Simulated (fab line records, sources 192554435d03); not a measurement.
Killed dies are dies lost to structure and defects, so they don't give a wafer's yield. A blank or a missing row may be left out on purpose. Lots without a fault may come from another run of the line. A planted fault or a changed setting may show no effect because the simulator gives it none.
Chamber matching | flow n5_finfet | N5_FIN_CUT_ETCH_21 on rie_diel-05: 4 sister chambers
The step etches SOC in N2/H2, target depth 219 nm, overetch 43.8 nm, time 523.5 s. 8 wafers are shown with their chamber, then 7 later ones without.

WAFERS WITH THEIR CHAMBER
wafer  | chamber | throttle_valve_pct (%) | drypump_motor_current_A (A)
L087.5 | 0       | 17.65                  | 6.0
L088.3 | 1       | 18.03                  | 5.9
L088.6 | 0       | 17.66                  | 6.1
L091.2 | 2       | 17.68                  | 5.1
L091.3 | 3       | 17.86                  | 5.2
L091.5 | 2       | 17.68                  | 5.1
L092.2 | 3       | 17.86                  | 5.2
L092.4 | 1       | 18.03                  | 5.8

WAFERS WITHOUT THEIR CHAMBER
wafer  | throttle_valve_pct (%) | drypump_motor_current_A (A)
L092.5 | 17.66                  | 6.0
L094.2 | 17.67                  | 5.1
L094.4 | 17.65                  | 6.1
L094.6 | 17.85                  | 5.2
L096.2 | 18.04                  | 5.8
L096.4 | 17.66                  | 6.0
L096.6 | 17.68                  | 5.1

WHICH CHAMBER EACH WENT THROUGH
wafer  | from the rows above | in truth
L092.5 | 0                   | 0
L094.2 | 2                   | 2
L094.4 | 0                   | 0
L094.6 | 3                   | 3
L096.2 | 1                   | 1
L096.4 | 0                   | 0
L096.6 | 2                   | 2
Placed correctly: 7 of 7. Can't be placed from these rows: 0. Placed wrongly: 0.
How it was worked out, from the rows above alone: a wafer's distance from a chamber is the root of the sum, over the readings, of the square of ((its reading less the chamber's mean) divided by the reading's scatter). The wafer belongs to the nearest chamber; if the next one is less than 2 further off, it can't be placed. A chamber's mean is the mean of its shown wafers. The scatter: the root of (the sum of the squares of (reading less its chamber's mean) over the shown wafers, divided by (wafers less chambers)).
